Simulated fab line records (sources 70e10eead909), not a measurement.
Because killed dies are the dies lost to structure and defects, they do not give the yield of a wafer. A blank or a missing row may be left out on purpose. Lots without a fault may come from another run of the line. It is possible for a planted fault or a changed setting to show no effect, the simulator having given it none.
Matching of chambers || flow nand harc || rie diel-01 running NHARC_A_STAIRCASE_TRIM_12: 4 sister chambers
The step chemistry O2, time 211.2 s. 22 wafers are shown with their chamber, then 11 later ones without.

EACH WAFER AND ITS CHAMBER
{"wafer": "L077.3", "chamber": 3, "drypump motor current A (A)": 5.2, "showerhead plenum p Torr (Torr)": 3.69, "oes product au (a.u.)": 0.991}
{"wafer": "L077.4", "chamber": 2, "drypump motor current A (A)": 4.8, "showerhead plenum p Torr (Torr)": 3.59, "oes product au (a.u.)": 1.002}
{"wafer": "L077.6", "chamber": 3, "drypump motor current A (A)": 5.2, "showerhead plenum p Torr (Torr)": 3.69, "oes product au (a.u.)": 1.000}
{"wafer": "L075.2", "chamber": 0, "drypump motor current A (A)": 5.8, "showerhead plenum p Torr (Torr)": 3.68, "oes product au (a.u.)": 0.983}
{"wafer": "L075.4", "chamber": 3, "drypump motor current A (A)": 5.2, "showerhead plenum p Torr (Torr)": 3.69, "oes product au (a.u.)": 0.996}
{"wafer": "L075.6", "chamber": 2, "drypump motor current A (A)": 4.8, "showerhead plenum p Torr (Torr)": 3.58, "oes product au (a.u.)": 0.994}
{"wafer": "L078.3", "chamber": 3, "drypump motor current A (A)": 5.2, "showerhead plenum p Torr (Torr)": 3.69, "oes product au (a.u.)": 0.998}
{"wafer": "L078.4", "chamber": 2, "drypump motor current A (A)": 4.8, "showerhead plenum p Torr (Torr)": 3.58, "oes product au (a.u.)": 1.010}
{"wafer": "L078.5", "chamber": 3, "drypump motor current A (A)": 5.2, "showerhead plenum p Torr (Torr)": 3.69, "oes product au (a.u.)": 1.000}
{"wafer": "L080.1", "chamber": 1, "drypump motor current A (A)": 5.5, "showerhead plenum p Torr (Torr)": 3.35, "oes product au (a.u.)": 0.998}
{"wafer": "L080.2", "chamber": 2, "drypump motor current A (A)": 4.9, "showerhead plenum p Torr (Torr)": 3.58, "oes product au (a.u.)": 1.003}
{"wafer": "L080.3", "chamber": 3, "drypump motor current A (A)": 5.2, "showerhead plenum p Torr (Torr)": 3.68, "oes product au (a.u.)": 0.988}
{"wafer": "L087.1", "chamber": 3, "drypump motor current A (A)": 5.2, "showerhead plenum p Torr (Torr)": 3.67, "oes product au (a.u.)": 0.997}
{"wafer": "L087.4", "chamber": 1, "drypump motor current A (A)": 5.5, "showerhead plenum p Torr (Torr)": 3.34, "oes product au (a.u.)": 0.987}
{"wafer": "L087.5", "chamber": 0, "drypump motor current A (A)": 5.8, "showerhead plenum p Torr (Torr)": 3.67, "oes product au (a.u.)": 0.996}
{"wafer": "L091.2", "chamber": 3, "drypump motor current A (A)": 5.2, "showerhead plenum p Torr (Torr)": 3.67, "oes product au (a.u.)": 1.002}
{"wafer": "L091.4", "chamber": 0, "drypump motor current A (A)": 5.8, "showerhead plenum p Torr (Torr)": 3.66, "oes product au (a.u.)": 0.997}
{"wafer": "L091.6", "chamber": 2, "drypump motor current A (A)": 4.8, "showerhead plenum p Torr (Torr)": 3.57, "oes product au (a.u.)": 1.007}
{"wafer": "L092.2", "chamber": 2, "drypump motor current A (A)": 4.8, "showerhead plenum p Torr (Torr)": 3.57, "oes product au (a.u.)": 0.999}
{"wafer": "L092.3", "chamber": 1, "drypump motor current A (A)": 5.5, "showerhead plenum p Torr (Torr)": 3.33, "oes product au (a.u.)": 1.003}
{"wafer": "L092.6", "chamber": 3, "drypump motor current A (A)": 5.2, "showerhead plenum p Torr (Torr)": 3.67, "oes product au (a.u.)": 1.002}
{"wafer": "L093.2", "chamber": 2, "drypump motor current A (A)": 4.8, "showerhead plenum p Torr (Torr)": 3.57, "oes product au (a.u.)": 1.000}

SIGNATURES (means of the wafers above)
{"reading": "drypump motor current A", "chamber 0": 5.800, "chamber 1": 5.500, "chamber 2": 4.814, "chamber 3": 5.200, "scatter within a chamber": 0.0218}
{"reading": "showerhead plenum p Torr", "chamber 0": 3.6700, "chamber 1": 3.3400, "chamber 2": 3.5771, "chamber 3": 3.6822, "scatter within a chamber": 0.00912}
{"reading": "oes product au", "chamber 0": 0.99200, "chamber 1": 0.99600, "chamber 2": 1.00214, "chamber 3": 0.99711, "scatter within a chamber": 0.00582}
Rule: a wafer lies at a distance from a chamber equal to the root of the sum of squares, over the readings, of (its reading less the chamber's mean, divided by the reading's scatter). The wafer belongs to the nearest chamber; if the next one is less than 2 further off, it can't be placed. The scatter: the root of (the sum of the squares of (reading less its chamber's mean) over the shown wafers, divided by (wafers less chambers)).

WAFERS WHOSE CHAMBER IS MISSING
{"wafer": "L093.3", "drypump motor current A (A)": 5.7, "showerhead plenum p Torr (Torr)": 3.66, "oes product au (a.u.)": 0.995}
{"wafer": "L093.4", "drypump motor current A (A)": 5.5, "showerhead plenum p Torr (Torr)": 3.33, "oes product au (a.u.)": 1.004}
{"wafer": "L095.2", "drypump motor current A (A)": 5.5, "showerhead plenum p Torr (Torr)": 3.33, "oes product au (a.u.)": 1.007}
{"wafer": "L095.5", "drypump motor current A (A)": 5.2, "showerhead plenum p Torr (Torr)": 3.67, "oes product au (a.u.)": 1.001}
{"wafer": "L095.6", "drypump motor current A (A)": 5.8, "showerhead plenum p Torr (Torr)": 3.66, "oes product au (a.u.)": 0.996}
{"wafer": "L097.3", "drypump motor current A (A)": 5.5, "showerhead plenum p Torr (Torr)": 3.33, "oes product au (a.u.)": 0.994}
{"wafer": "L097.4", "drypump motor current A (A)": 5.8, "showerhead plenum p Torr (Torr)": 3.65, "oes product au (a.u.)": 0.986}
{"wafer": "L097.6", "drypump motor current A (A)": 5.5, "showerhead plenum p Torr (Torr)": 3.33, "oes product au (a.u.)": 0.987}
{"wafer": "L096.3", "drypump motor current A (A)": 4.8, "showerhead plenum p Torr (Torr)": 3.56, "oes product au (a.u.)": 1.003}
{"wafer": "L096.4", "drypump motor current A (A)": 5.2, "showerhead plenum p Torr (Torr)": 3.66, "oes product au (a.u.)": 1.001}
{"wafer": "L096.5", "drypump motor current A (A)": 4.8, "showerhead plenum p Torr (Torr)": 3.56, "oes product au (a.u.)": 1.003}

THE CHAMBER EACH PASSED THROUGH
{"wafer": "L093.3", "from the rows above": 0, "in truth": 0}
{"wafer": "L093.4", "from the rows above": 1, "in truth": 1}
{"wafer": "L095.2", "from the rows above": 1, "in truth": 1}
{"wafer": "L095.5", "from the rows above": 3, "in truth": 3}
{"wafer": "L095.6", "from the rows above": 0, "in truth": 0}
{"wafer": "L097.3", "from the rows above": 1, "in truth": 1}
{"wafer": "L097.4", "from the rows above": 0, "in truth": 0}
{"wafer": "L097.6", "from the rows above": 1, "in truth": 1}
{"wafer": "L096.3", "from the rows above": 2, "in truth": 2}
{"wafer": "L096.4", "from the rows above": 3, "in truth": 3}
{"wafer": "L096.5", "from the rows above": 2, "in truth": 2}
11 of 11 placed correctly. Not placeable from these rows: 0. Placed wrongly: 0.
